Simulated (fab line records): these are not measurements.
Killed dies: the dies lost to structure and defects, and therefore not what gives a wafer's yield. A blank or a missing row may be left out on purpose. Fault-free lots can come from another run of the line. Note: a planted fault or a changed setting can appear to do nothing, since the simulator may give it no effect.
Matching of chambers | flow n5 finfet | rie diel-06 running N5_BEOL_M6_DESCUM_16: 3 sister chambers
The step chemistry O2, time 7.9 s. 14 wafers are shown with their chamber, then 5 later ones without.

EACH WAFER AND ITS CHAMBER
wafer  | chamber | throttle valve pct (%) | drypump motor current A (A) | oes product au (a.u.)
L074.1 | 0       | 20.43                  | 5.3                         | 0.74
L074.5 | 0       | 20.44                  | 5.3                         | 0.74
L074.6 | 1       | 19.99                  | 6.4                         | 0.84
L076.4 | 0       | 20.43                  | 5.3                         | 0.74
L076.5 | 1       | 20.00                  | 6.4                         | 0.84
L076.6 | 0       | 20.45                  | 5.3                         | 0.74
L077.1 | 2       | 20.50                  | 5.4                         | 0.94
L077.3 | 0       | 20.45                  | 5.3                         | 0.73
L077.6 | 1       | 20.00                  | 6.5                         | 0.83
L078.4 | 2       | 20.50                  | 5.4                         | 0.93
L078.5 | 2       | 20.49                  | 5.5                         | 0.94
L078.6 | 1       | 20.00                  | 6.4                         | 0.82
L082.2 | 1       | 20.02                  | 6.5                         | 0.81
L082.3 | 2       | 20.53                  | 5.4                         | 0.91

SIGNATURES (averages over the wafers above)
reading                 | chamber 0 | chamber 1 | chamber 2 | scatter within a chamber
throttle valve pct      | 20.4400   | 20.0020   | 20.5050   | 0.0127
drypump motor current A | 5.300     | 6.440     | 5.425     | 0.0421
oes product au          | 0.7380    | 0.8280    | 0.9300    | 0.0111
Rule: a wafer lies at a distance from a chamber equal to the root of the sum of squares, over the readings, of (its reading less the chamber's mean, divided by the reading's scatter). The wafer belongs to the nearest chamber; if the next one is less than 2 further off, it can't be placed. The scatter is the square root of a quotient: the sum, over the shown wafers, of each reading's squared deviation from its chamber's mean, divided by wafers minus chambers.

WAFERS MISSING THEIR CHAMBER
wafer  | throttle valve pct (%) | drypump motor current A (A) | oes product au (a.u.)
L086.1 | 20.47                  | 5.3                         | 0.73
L086.3 | 20.52                  | 5.4                         | 0.89
L096.1 | 20.52                  | 5.3                         | 0.71
L096.3 | 20.56                  | 5.4                         | 0.86
L096.5 | 20.06                  | 6.5                         | 0.80

CHAMBER TAKEN BY EACH
wafer  | from the rows above | in truth
L086.1 | 0                   | 0
L086.3 | 2                   | 2
L096.1 | 0                   | 0
L096.3 | 2                   | 2
L096.5 | 1                   | 1
5 of 5 placed correctly. Left unplaced by these rows: 0. Placed wrongly: 0.
